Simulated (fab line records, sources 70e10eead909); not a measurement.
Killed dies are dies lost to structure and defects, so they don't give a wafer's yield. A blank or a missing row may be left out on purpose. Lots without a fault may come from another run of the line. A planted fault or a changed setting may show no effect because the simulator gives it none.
Chamber matching | flow nand_harc | NHARC_A_STAIRCASE_ALD_415 on ald_hk-03: 4 sister chambers
The step deposits SiO2, target thk 30 nm, pulse time 6 s, ald cycles 300. 7 wafers are shown with their chamber, then 10 later ones without.

WAFERS WITH THEIR CHAMBER
wafer  | chamber | heater_power_w (W) | precursor_pulse_height_rel
L077.5 | 1       | 467                | 0.980
L081.6 | 2       | 483                | 1.000
L083.1 | 0       | 421                | 1.013
L083.3 | 3       | 494                | 1.021
L083.5 | 3       | 502                | 1.002
L085.1 | 0       | 460                | 0.994
L085.3 | 2       | 446                | 0.976

WAFERS WITHOUT THEIR CHAMBER
wafer  | heater_power_w (W) | precursor_pulse_height_rel
L085.5 | 463                | 1.011
L089.3 | 453                | 1.037
L089.4 | 458                | 0.975
L089.5 | 459                | 1.014
L091.1 | 468                | 1.030
L091.3 | 463                | 1.010
L091.6 | 444                | 1.024
L095.4 | 456                | 0.991
L095.5 | 459                | 1.001
L095.6 | 536                | 0.953

WHICH CHAMBER EACH WENT THROUGH
wafer  | from the rows above               | in truth
L085.5 | can't be placed: 0 or 2 or 3 or 1 | 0
L089.3 | can't be placed: 0 or 3 or 2 or 1 | 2
L089.4 | can't be placed: 1 or 2 or 0      | 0
L089.5 | can't be placed: 0 or 3 or 2 or 1 | 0
L091.1 | can't be placed: 3 or 0 or 2 or 1 | 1
L091.3 | can't be placed: 0 or 2 or 3 or 1 | 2
L091.6 | can't be placed: 0 or 3 or 2 or 1 | 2
L095.4 | can't be placed: 2 or 1 or 0 or 3 | 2
L095.5 | can't be placed: 0 or 2 or 1 or 3 | 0
L095.6 | can't be placed: 1 or 2 or 3 or 0 | 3
Placed correctly: 0 of 10. Can't be placed from these rows: 10 (the true chamber is among the candidates in 10). Placed wrongly: 0.
How it was worked out, from the rows above alone: a wafer's distance from a chamber is the root of the sum, over the readings, of the square of ((its reading less the chamber's mean) divided by the reading's scatter). The wafer belongs to the nearest chamber; if the next one is less than 2 further off, it can't be placed. A chamber's mean is the mean of its shown wafers. The scatter: the root of (the sum of the squares of (reading less its chamber's mean) over the shown wafers, divided by (wafers less chambers)).
